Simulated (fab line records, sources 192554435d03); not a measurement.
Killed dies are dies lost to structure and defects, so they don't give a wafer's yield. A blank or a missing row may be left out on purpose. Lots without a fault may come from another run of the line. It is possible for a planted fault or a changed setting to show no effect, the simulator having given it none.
fab line records + flow n5_finfet + part 2 of 2: steps 16 to 22 of 22
[record]
- lots = 5
- wafers = 15
- last_day = 18
route steps=1938 shown HKMG_FIN@433
lots that met no fault: taken from a fault-free run of the same line
start_h: hours from the record's first day to the start of the lot's first wafer shown + wait_h: how many hours have passed since the lot's step before this one + " unchanged from the row above + L1.1+2: a single row standing in for several wafers + - either no value or no given start + * or withheld: withheld + < > ~ a bound
route shown NAME@n: a module of which the file shows steps, and the number in the route of the first + usual: the fault-free wafers' mean and standard deviation + same: alike in all rows + chamber/n: place in a boat + sites: per-site readings + _std_site: how widely they spread, as a standard deviation + _edge_site: outer sites' mean less inner sites' + radius_mm: for every site, how far away it sits from the centre of the wafer + mask NAME#n: copy n + behind: the last tool/chamber to shape the wafer + hold: why the lot went on hold/how many hours it stayed there/how the hold came to an end + device: which transistor (n, p or np) failed to switch + end of line: tests of these same wafers at the route's end + a step without rows: its recipe alone + killed: dies that structure and defects cost at the first sort, which is not the same as the wafer's yield + map: a wafer's dies, x killed, . not, _ none there
set.NAME: the run value of the setting; set.NAME@STEP: its run value at that earlier step + model.NAME: the simulator's own value behind a step, which no gauge read
certain route steps with their lots: each step a table, each wafer a row
services: a tool's chamber out of use, with start hour (start_h, from the record's first day; less than 0 if before it), hours out, and reason
[[steps]]
[step N5_HKMG_FIN_NWFM_ALD_20]
[recipe]
- material = TiAlC
- target_thk_a = 20
- temp_c = 300
- ald_precursor_family = TiCl4
- ald_co_reactant = TEA
- pulse_time_s = 3
- purge_time_s = 2
- co_reactant_purge_time_s = 2
- co_reactant_pulse_time_s = 10
- ald_cycles = 7
- pressure_torr = 3
[usual]
- chamber_pressure_Torr = 3.000/0.0065
- heater_power_w = 500/51
- precursor_pulse_height_rel = 0.999/0.02
| lot.wafer | tool         | chamber | start_h | wait_h | chamber_pressure_Torr | heater_power_w | precursor_pulse_height_rel |
|-----------|--------------|---------|---------|--------|-----------------------|----------------|----------------------------|
| L079.2    | ald_metal-01 | 3       | 108.64  | 0.3    | 2.998                 | 513            | 1.007                      |
| L079.4    | "            | 0       | "       | "      | 3.006                 | 453            | 0.980                      |
| L079.6    | "            | 2       | "       | "      | 3.010                 | 418            | 0.999                      |
| L085.1    | ald_metal-01 | 1       | 147.03  | 0.3    | 2.994                 | 513            | 0.991                      |
| L085.4    | "            | 0       | "       | "      | 3.004                 | 458            | 0.998                      |
| L085.6    | "            | 1       | "       | "      | 2.996                 | 526            | 0.990                      |
| L090.3    | ald_metal-01 | 3       | 175.73  | 0.1    | 3.012                 | 508            | 0.976                      |
| L090.4    | "            | 1       | "       | "      | 2.993                 | 519            | 0.990                      |
| L090.5    | "            | 2       | "       | "      | 3.004                 | 417            | 1.011                      |
| L093.1    | ald_metal-01 | 0       | 194.47  | 0.3    | 3.003                 | 449            | 0.993                      |
| L093.4    | "            | 2       | "       | "      | 3.009                 | 420            | 1.024                      |
| L093.5    | "            | 3       | "       | "      | 3.001                 | 505            | 1.006                      |
| L096.2    | ald_metal-04 | 2       | 211.24  | 0.3    | 3.006                 | 571            | 1.021                      |
| L096.4    | "            | 1       | "       | "      | 3.000                 | 531            | 1.001                      |
| L096.6    | "            | 1       | "       | "      | 2.995                 | 530            | 1.016                      |
[step N5_HKMG_FIN_ALD_71]
[recipe]
- material = TiN
- target_thk_a = 10
- temp_c = 400
- ald_precursor_family = TiCl4
- ald_co_reactant = NH3
- pulse_time_s = 1
- purge_time_s = 3
- co_reactant_purge_time_s = 2
- co_reactant_pulse_time_s = 2
- ald_cycles = 47
- pressure_torr = 3
[usual]
- chamber_pressure_Torr = 3.001/0.0063
- heater_power_w = 891/91
- precursor_pulse_height_rel = 0.999/0.019
| lot.wafer | tool         | chamber | start_h | wait_h | chamber_pressure_Torr | heater_power_w | precursor_pulse_height_rel |
|-----------|--------------|---------|---------|--------|-----------------------|----------------|----------------------------|
| L079.2    | ald_metal-01 | 3       | 108.74  | 0.0    | 2.986                 | 901            | 1.012                      |
| L079.4    | "            | 0       | "       | "      | 2.991                 | 832            | 0.989                      |
| L079.6    | "            | 2       | "       | "      | 3.005                 | 766            | 0.959                      |
| L085.1    | ald_metal-01 | 1       | 147.13  | 0.0    | 3.005                 | 927            | 0.994                      |
| L085.4    | "            | 0       | "       | "      | 2.999                 | 809            | 1.007                      |
| L085.6    | "            | 1       | "       | "      | 3.008                 | 933            | 0.993                      |
| L090.3    | ald_metal-01 | 3       | 175.83  | 0.0    | 3.010                 | 905            | 1.009                      |
| L090.4    | "            | 1       | "       | "      | 2.999                 | 929            | 0.983                      |
| L090.5    | "            | 2       | "       | "      | 3.008                 | 737            | 1.017                      |
| L093.1    | ald_metal-01 | 0       | 194.57  | 0.0    | 2.999                 | 822            | 1.007                      |
| L093.4    | "            | 2       | "       | "      | 2.995                 | 750            | 0.979                      |
| L093.5    | "            | 3       | "       | "      | 2.993                 | 895            | 1.004                      |
| L096.2    | ald_metal-04 | 2       | 211.33  | 0.0    | 3.000                 | 1030           | 1.032                      |
| L096.4    | "            | 1       | "       | "      | 2.998                 | 960            | 1.007                      |
| L096.6    | "            | 1       | "       | "      | 3.002                 | 938            | 1.022                      |
[step N5_HKMG_FIN_COAT_66]
[recipe]
- resist = SOC
- temp_c = 250
- time_s = 60
- spin_rpm = 1500
- resist_thk_nm = 300
[usual]
- chill_plate_temp_C = 22.98/0.098
- spin_speed_rpm = 1499.9/1.1
| lot.wafer | tool           | chamber | start_h | wait_h | chill_plate_temp_C | spin_speed_rpm |
|-----------|----------------|---------|---------|--------|--------------------|----------------|
| L079.2    | litho_track-02 | 0       | 109.02  | 0.2    | 22.93              | 1500.9         |
| L079.4    | "              | 0       | "       | "      | 22.92              | 1501.2         |
| L079.6    | "              | 0       | "       | "      | 23.05              | 1502.8         |
| L085.1    | litho_track-04 | 0       | 147.41  | 0.2    | 22.99              | 1496.8         |
| L085.4    | "              | 0       | "       | "      | 22.90              | 1498.4         |
| L085.6    | "              | 0       | "       | "      | 23.02              | 1498.7         |
| L090.3    | litho_track-03 | 0       | 176.11  | 0.2    | 22.99              | 1500.0         |
| L090.4    | "              | 0       | "       | "      | 22.98              | 1499.3         |
| L090.5    | "              | 0       | "       | "      | 22.88              | 1500.3         |
| L093.1    | litho_track-04 | 0       | 194.84  | 0.2    | 23.22              | 1500.7         |
| L093.4    | "              | 0       | "       | "      | 23.02              | 1499.1         |
| L093.5    | "              | 0       | "       | "      | 23.12              | 1501.1         |
| L096.2    | litho_track-03 | 0       | 211.61  | 0.2    | 22.92              | 1499.3         |
| L096.4    | "              | 0       | "       | "      | 22.79              | 1499.7         |
| L096.6    | "              | 0       | "       | "      | 22.96              | 1499.9         |
[step N5_HKMG_FIN_ETCH_67]
[recipe]
- chemistry = N2/H2
- target = SOC
- target_depth_a = 3889
- stop_on = TiN
- ion_energy_ev = 100
- bias_w = 61
- pressure_mtorr = 30
- source_w = 850
- n2_flow_sccm = 200
- h2_flow_sccm = 200
[usual]
- drypump_motor_current_A = 5.7/0.43
- oes_product_au = 0.77/0.092
- rf_vpp_V = 240.3/1.2
- showerhead_plenum_p_Torr = 2.51/0.063
- throttle_valve_pct = 17.81/0.29
| lot.wafer | tool        | chamber | start_h | wait_h | drypump_motor_current_A | oes_product_au | rf_hours_counter_h | rf_vpp_V | showerhead_plenum_p_Torr | throttle_valve_pct |
|-----------|-------------|---------|---------|--------|-------------------------|----------------|--------------------|----------|--------------------------|--------------------|
| L079.2    | rie_diel-01 | 3       | 109.08  | -      | 6.1                     | 0.85           | 50                 | 239.7    | 2.48                     | 17.36              |
| L079.4    | "           | 1       | "       | "      | 6.3                     | 0.68           | 229                | 240.2    | 2.48                     | 17.83              |
| L079.6    | "           | 0       | "       | "      | 4.8                     | 0.70           | -                  | 240.8    | 2.52                     | 18.13              |
| L085.1    | rie_diel-03 | 3       | 147.47  | -      | 5.8                     | 0.78           | 91                 | 240.4    | 2.58                     | 18.04              |
| L085.4    | "           | 0       | "       | "      | 5.2                     | 0.72           | 181                | 238.8    | 2.44                     | 17.93              |
| L085.6    | "           | 1       | "       | "      | 5.9                     | 0.94           | -                  | 240.9    | 2.60                     | 17.25              |
| L090.3    | rie_diel-03 | 0       | 176.17  | -      | 5.2                     | 0.70           | 194                | 240.3    | 2.44                     | 17.96              |
| L090.4    | "           | 0       | "       | "      | 5.2                     | 0.70           | -                  | 239.6    | 2.44                     | 17.95              |
| L090.5    | "           | 1       | "       | "      | 5.9                     | 0.91           | -                  | 241.1    | 2.59                     | 17.28              |
| L093.1    | rie_diel-01 | 1       | 194.99  | -      | 6.3                     | 0.93           | 4                  | 240.6    | 2.47                     | 17.43              |
| L093.4    | "           | 2       | "       | "      | 5.8                     | 0.86           | 35                 | 239.5    | 2.47                     | 17.69              |
| L093.5    | "           | 3       | "       | "      | 6.1                     | 0.82           | -                  | 239.5    | 2.46                     | 17.42              |
| L096.2    | rie_diel-06 | 3       | 211.67  | -      | 6.0                     | 0.66           | 240                | 240.0    | 2.50                     | 18.19              |
| L096.4    | "           | 1       | "       | "      | 5.7                     | 0.68           | 227                | 240.7    | 2.49                     | 17.93              |
| L096.6    | "           | 3       | "       | "      | 6.0                     | 0.65           | -                  | 239.4    | 2.50                     | 18.18              |
[step N5_HKMG_FIN_STRIP_90]
[recipe]
- chemistry = N2/H2
- material = SOC
- time_s = 20
- power_w = 500
- temp_c = 40
- pressure_mtorr = 50
- rf_frequency_hz = 6e+07
- bias_power_w = 8
- h2_frac = 0.5
- n2_flow_sccm = 300
- h2_flow_sccm = 300
[usual]
- bias_power_w = 8.002/0.021
- drypump_motor_current_A = 5.7/0.43
- oes_product_au = 0.78/0.096
- rf_vpp_V = 54.2/0.77
- showerhead_plenum_p_Torr = 3.32/0.08
- throttle_valve_pct = 19.0/0.39
| lot.wafer | tool        | chamber | start_h | wait_h | bias_power_w | drypump_motor_current_A | oes_product_au | rf_hours_counter_h | rf_vpp_V | showerhead_plenum_p_Torr | throttle_valve_pct |
|-----------|-------------|---------|---------|--------|--------------|-------------------------|----------------|--------------------|----------|--------------------------|--------------------|
| L079.2    | rie_diel-01 | 3       | 109.14  | 0.0    | 7.998        | 6.1                     | 0.88           | 50                 | 54.7     | 3.28                     | 18.5               |
| L079.4    | "           | 1       | "       | "      | 8.010        | 6.3                     | 0.70           | 229                | 53.5     | 3.28                     | 18.8               |
| L079.6    | "           | 0       | "       | "      | 8.020        | 4.9                     | 0.72           | -                  | 53.8     | 3.33                     | 19.2               |
| L085.1    | rie_diel-03 | 3       | 147.53  | 0.0    | 7.992        | 5.8                     | 0.81           | 92                 | 54.2     | 3.40                     | 19.4               |
| L085.4    | "           | 0       | "       | "      | 7.989        | 5.2                     | 0.73           | 181                | 54.4     | 3.23                     | 19.3               |
| L085.6    | "           | 1       | "       | "      | 7.964        | 5.9                     | 0.96           | -                  | 55.5     | 3.43                     | 18.3               |
| L090.3    | rie_diel-03 | 0       | 176.23  | 0.0    | 7.989        | 5.2                     | 0.71           | 194                | 55.1     | 3.22                     | 19.4               |
| L090.4    | "           | 0       | "       | "      | 7.992        | 5.2                     | 0.71           | -                  | 53.7     | 3.22                     | 19.3               |
| L090.5    | "           | 1       | "       | "      | 7.968        | 5.9                     | 0.93           | -                  | 54.6     | 3.42                     | 18.3               |
| L093.1    | rie_diel-01 | 1       | 195.05  | 0.0    | 7.984        | 6.3                     | 0.96           | 4                  | 52.9     | 3.27                     | 18.4               |
| L093.4    | "           | 2       | "       | "      | 8.008        | 5.8                     | 0.86           | 35                 | 53.1     | 3.26                     | 18.8               |
| L093.5    | "           | 3       | "       | "      | 8.008        | 6.1                     | 0.83           | -                  | 53.9     | 3.26                     | 18.5               |
| L096.2    | rie_diel-06 | 3       | 211.73  | 0.0    | 8.015        | 6.0                     | 0.65           | 240                | 52.9     | 3.31                     | 19.4               |
| L096.4    | "           | 1       | "       | "      | 8.019        | 5.7                     | 0.69           | 227                | 53.9     | 3.29                     | 19.1               |
| L096.6    | "           | 3       | "       | "      | 7.994        | 6.0                     | 0.66           | -                  | 54.4     | 3.31                     | 19.4               |
[step N5_HKMG_FIN_WET_ETCH_73]
[recipe]
- chemistry = SC1
- mix = 1:2:40
- temp_c = 50
- time_s = 42.3
- target_depth_nm = 1.3
- dry = ipa_marangoni
- rinse_time_s = 30
- rinse_temp_c = 23
| lot.wafer  | tool         | chamber | start_h | wait_h |
|------------|--------------|---------|---------|--------|
| L079.2+4+6 | wet_bench-04 | 4,5,3   | 109.24  | 0.1    |
| L085.1+4+6 | wet_bench-04 | 6,4,3   | 147.63  | 0.1    |
| L090.3+4+5 | wet_bench-05 | 1,2,7   | 176.33  | 0.1    |
| L093.1+4+5 | wet_bench-04 | 0,5,4   | 195.15  | 0.1    |
| L096.2+4+6 | wet_bench-04 | 3,0,7   | 211.83  | 0.1    |
[step N5_HKMG_FIN_ETCHBACK_68]
[recipe]
- chemistry = Cl2/Ar
- stop_on = HfO2
- target_depth_a = 5
- pressure_mtorr = 10
- icp_w = 600
- bias_w = 60
- Cl2_flow_sccm = 40
- Ar_flow_sccm = 60
[usual]
- drypump_motor_current_A = 5.8/0.47
- oes_product_au = 0.82/0.1
- throttle_valve_pct = 20.93/0.24
| lot.wafer | tool         | chamber | start_h | wait_h | drypump_motor_current_A | oes_product_au | rf_hours_counter_h | throttle_valve_pct |
|-----------|--------------|---------|---------|--------|-------------------------|----------------|--------------------|--------------------|
| L079.2    | rie_metal-03 | 0       | 109.30  | 0.0    | 5.7                     | 0.57           | 149                | 21.13              |
| L079.4    | "            | 1       | "       | "      | 5.8                     | 0.97           | -                  | 20.55              |
| L079.6    | "            | 0       | "       | "      | 5.7                     | 0.57           | -                  | 21.14              |
| L085.1    | rie_metal-02 | 0       | 147.69  | 0.0    | 5.1                     | 0.87           | 9                  | 21.01              |
| L085.4    | "            | 1       | "       | "      | 6.4                     | 0.91           | -                  | 20.89              |
| L085.6    | "            | 1       | "       | "      | 6.4                     | 0.90           | -                  | 20.89              |
| L090.3    | rie_metal-02 | 1       | 176.46  | 0.1    | 6.4                     | 0.90           | -                  | 20.89              |
| L090.4    | "            | 0       | "       | "      | 5.1                     | 0.86           | -                  | 21.02              |
| L090.5    | "            | 1       | "       | "      | 6.4                     | 0.90           | -                  | 20.89              |
| L093.1    | rie_metal-01 | 1       | 195.21  | 0.0    | 6.2                     | 0.69           | 70                 | 21.34              |
| L093.4    | "            | 1       | "       | "      | 6.2                     | 0.70           | -                  | 21.33              |
| L093.5    | "            | 1       | "       | "      | 6.2                     | 0.70           | -                  | 21.33              |
| L096.2    | rie_metal-01 | 1       | 211.89  | 0.0    | 6.3                     | 0.70           | 71                 | 21.34              |
| L096.4    | "            | 1       | "       | "      | 6.2                     | 0.69           | -                  | 21.34              |
| L096.6    | "            | 0       | "       | "      | 5.7                     | 0.75           | -                  | 20.72              |
[[services]]
| tool            | chamber | start_h | hours | kind                          |
|-----------------|---------|---------|-------|-------------------------------|
| rie_diel-03     | 1       | 104.01  | -     | clean                         |
| rie_diel-03     | 1       | 104.01  | -     | consumable_replace:focus_ring |
| rie_diel-03     | 1       | 104.01  | 17.7  | scheduled_down                |
| rie_diel-03     | 1       | 104.01  | 17.7  | vent_cycle                    |
| ald_metal-04    | -       | 109.86  | 1.2   | repair                        |
| rie_metal-03    | 1       | 119.22  | 8.1   | repair                        |
| rie_diel-06     | 2       | 127.22  | 13.3  | repair                        |
| rie_diel-01     | 3       | 129.40  | 7.0   | repair                        |
| litho_track-03  | -       | 129.90  | -     | consumable_replace:filter     |
| ald_metal-04    | -       | 142.28  | 0.9   | repair                        |
| rie_diel-06     | 1       | 153.08  | 4.2   | repair                        |
| rie_diel-03     | 2       | 157.10  | -     | clean                         |
| rie_diel-03     | 2       | 157.10  | -     | consumable_replace:esc        |
| rie_diel-03     | 2       | 157.10  | -     | consumable_replace:focus_ring |
| rie_diel-03     | 2       | 157.10  | -     | consumable_replace:showerhead |
| rie_diel-03     | 2       | 157.10  | 28.5  | scheduled_down                |
| rie_diel-03     | 2       | 157.10  | 28.5  | vent_cycle                    |
| rie_diel-01     | 1       | 162.13  | -     | clean                         |
| rie_diel-01     | 1       | 162.13  | -     | consumable_replace:focus_ring |
| rie_diel-01     | 1       | 162.13  | 17.2  | scheduled_down                |
| rie_diel-01     | 1       | 162.13  | 17.2  | vent_cycle                    |
| plasma_asher-02 | -       | 184.19  | 3.2   | repair                        |
| ald_metal-03    | 0       | 192.97  | 25.3  | repair                        |
| rie_diel-03     | 2       | 201.74  | 28.7  | repair                        |
